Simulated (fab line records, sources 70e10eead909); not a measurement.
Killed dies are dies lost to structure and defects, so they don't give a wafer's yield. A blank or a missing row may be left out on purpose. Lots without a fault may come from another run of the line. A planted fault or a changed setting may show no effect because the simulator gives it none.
A struck lot beside a sound one | flow nand_harc | 40 steps out of a route of 1302
Sound: wafers L604.2, L604.3, L604.4. Struck: wafer L617.3. (L617.5, L617.6 of the same lot were not struck and are left out.) The cause comes at the end.
At each step with rows: each side's tool, then ch and its chambers, then its first start. Under that, the readings that differ: sound wafers | struck wafers | difference of the means | sigmas: that difference in standard deviations of wafers without a fault.
alike: readings whose means differ by less than 2 such deviations, and words and numbers that are the same on both sides. not compared: withheld readings, readings that some wafer has no value for, bounds like >300 that may hide the same value, and numbers for which the record gives no deviation and whose values overlap.
The two part at a step that has a row with sigmas, a row that says differs or no value, or rows on one side only. Numbers that don't overlap but have no deviation are shown without sigmas and don't part them. A reading that every wafer of one side lacks parts them only if that side has two wafers or more.

first, 6 steps without rows for these wafers: NHARC_P_GATE_COAT_53; NHARC_P_GATE_SOFTBAKE_54 (time 95 s); NHARC_P_GATE_EBR_55; NHARC_P_GATE_EXPOSE_56 (exposes mask P PSD, target cd 720 nm); NHARC_P_GATE_PEB_57 (peb time 85 s); NHARC_P_GATE_DEVELOP_58 (time 70 s).
NHARC_P_GATE_CD_MEAS_59: target cd 720 nm.
  sound on cd_sem-01 ch 0, day 6 09:55; struck on cd_sem-02 ch 0, day 11 19:34
  alike: cd_nm
then, 1 step without rows for these wafers: NHARC_P_GATE_HARDBAKE_60 (time 80 s).
NHARC_P_GATE_DESCUM_61: chemistry O2, time 3 s.
  sound on rie_diel-04 ch 1,2,3, day 6 10:04; struck on rie_diel-08 ch 0, day 11 19:46
  reading                | sound       | struck | difference | sigmas
  rf_hours_counter_h (h) | 7.3 6.1 5.9 | 4.5    | -1.9       |
  alike: drypump_motor_current_A, oes_product_au, rf_vpp_V, showerhead_plenum_p_Torr, throttle_valve_pct
then, 1 step without rows for these wafers: NHARC_P_GATE_IMPLANT_62.
NHARC_P_GATE_STRIP_112: strips in N2/H2, time 200 s.
  sound on plasma_asher-02 ch 0,1, day 6 10:26; struck on plasma_asher-01 ch 1, day 11 20:13
  reading                     | sound       | struck | difference | sigmas
  drypump_motor_current_A (A) | 5.9 5.9 6.0 | 5.1    | -0.8       | -2
  alike: heater_power_w
  not compared: rf_hours_counter_h
then, 1 step without rows for these wafers: NHARC_P_GATE_STRIP_76 (strips in O2).
NHARC_P_GATE_STRIP_63: strips in SPM, time 900 s.
  sound on wet_bench-09 ch 1,5,7, day 6 10:51; struck on wet_bench-09 ch 0,3,5, day 11 20:29
then, 8 steps without rows for these wafers: NHARC_P_GATE_DEHYDRATE_83 (time 120 s); NHARC_P_GATE_HMDS_84 (time 30 s); NHARC_P_GATE_COAT_85; NHARC_P_GATE_SOFTBAKE_86 (time 95 s); NHARC_P_GATE_EBR_87; NHARC_P_GATE_EXPOSE_88 (exposes mask P HVN, target cd 2000 nm); NHARC_P_GATE_PEB_89 (peb time 85 s); NHARC_P_GATE_DEVELOP_90 (time 70 s).
NHARC_P_GATE_CD_MEAS_91: target cd 2000 nm.
  sound on cd_sem-03 ch 0, day 6 11:37; struck on cd_sem-03 ch 0, day 11 21:16
  alike: cd_nm
then, 6 steps without rows for these wafers: NHARC_P_GATE_HARDBAKE_92 (time 80 s); NHARC_P_GATE_DESCUM_93 (chemistry O2, time 3 s); NHARC_P_GATE_IMPLANT_94; NHARC_P_GATE_STRIP_113 (strips in N2/H2, time 740 s); NHARC_P_GATE_STRIP_95 (strips in O2); NHARC_P_GATE_STRIP_96 (strips in SPM, time 900 s).
NHARC_P_GATE_RTA_64: time 1 s.
  sound on rtp_anneal-02 ch 0, day 6 13:28; struck on rtp_anneal-01 ch 0, day 11 23:08
  reading            | sound          | struck | difference | sigmas
  lamp_power_pct (%) | 34.1 34.1 34.1 | 36.8   | +2.7       | +2
  alike: wafer_temp_C_max
then, 1 step without rows for these wafers: NHARC_P_GATE_ETCH_77 (etches SiO2 in dHF, target depth 6 nm).
NHARC_P_GATE_DEGAS_109: time 60 s.
  sound on pvd_sputter-02, day 6 13:45; struck on pvd_sputter-02, day 11 23:24
  alike: heater_power_w
then, 5 steps without rows for these wafers: NHARC_P_GATE_PRE_CLEAN_110 (time 30 s); NHARC_P_GATE_SPUTTER_78 (material Ni, target thk 10 nm); NHARC_P_GATE_SPUTTER_79 (material TiN, target thk 10 nm); NHARC_P_GATE_RTA_80 (time 30 s); NHARC_P_GATE_STRIP_67 (strips in SPM, time 600 s).
NHARC_P_GATE_RTA_82: time 30 s.
  sound on rtp_anneal-02 ch 0, day 6 14:32; struck on rtp_anneal-01 ch 0, day 12 00:16
  reading            | sound          | struck | difference | sigmas
  lamp_power_pct (%) | 4.00 4.00 4.00 | 4.32   | +0.32      | +2
  alike: wafer_temp_C_max
NHARC_P_GATE_INSPECT_68:
  sound on defect_inspect-01, day 6 14:41; struck on defect_inspect-01, day 12 00:25
  reading          | sound       | struck | difference | sigmas
  raw_defect_count | 222 179 168 | 808    | +618       | +9
then, 1 step without rows for these wafers: NHARC_P_CONTACT_DEP_30 (deposits SiNx, target thk 30 nm).
-- the record jumps here: 20 days lie between the struck wafers' starts before and after (it left off in module P_CONTACT and takes up again in module END, whose first step shown is number 1302 of the route) --
NHARC_END_SORT_01:
  sound on prober-02 ch 0, day 25 06:56; struck on prober-01 ch 0, day 31 12:57
  reading             | sound    | struck | difference | sigmas
  killed_at_periphery | 2 8 9    | 87     | +81        | +32
  killed_dies         | 69 88 79 | 125    | +46        | +2
  killed_short        | 3 7 3    | 1      | -3         | -2
  alike: killed_at_array, killed_at_other, killed_open

WHERE THEY PART
First at NHARC_P_GATE_STRIP_112; last, within this record, at NHARC_END_SORT_01.

WHY: what the simulator had put in
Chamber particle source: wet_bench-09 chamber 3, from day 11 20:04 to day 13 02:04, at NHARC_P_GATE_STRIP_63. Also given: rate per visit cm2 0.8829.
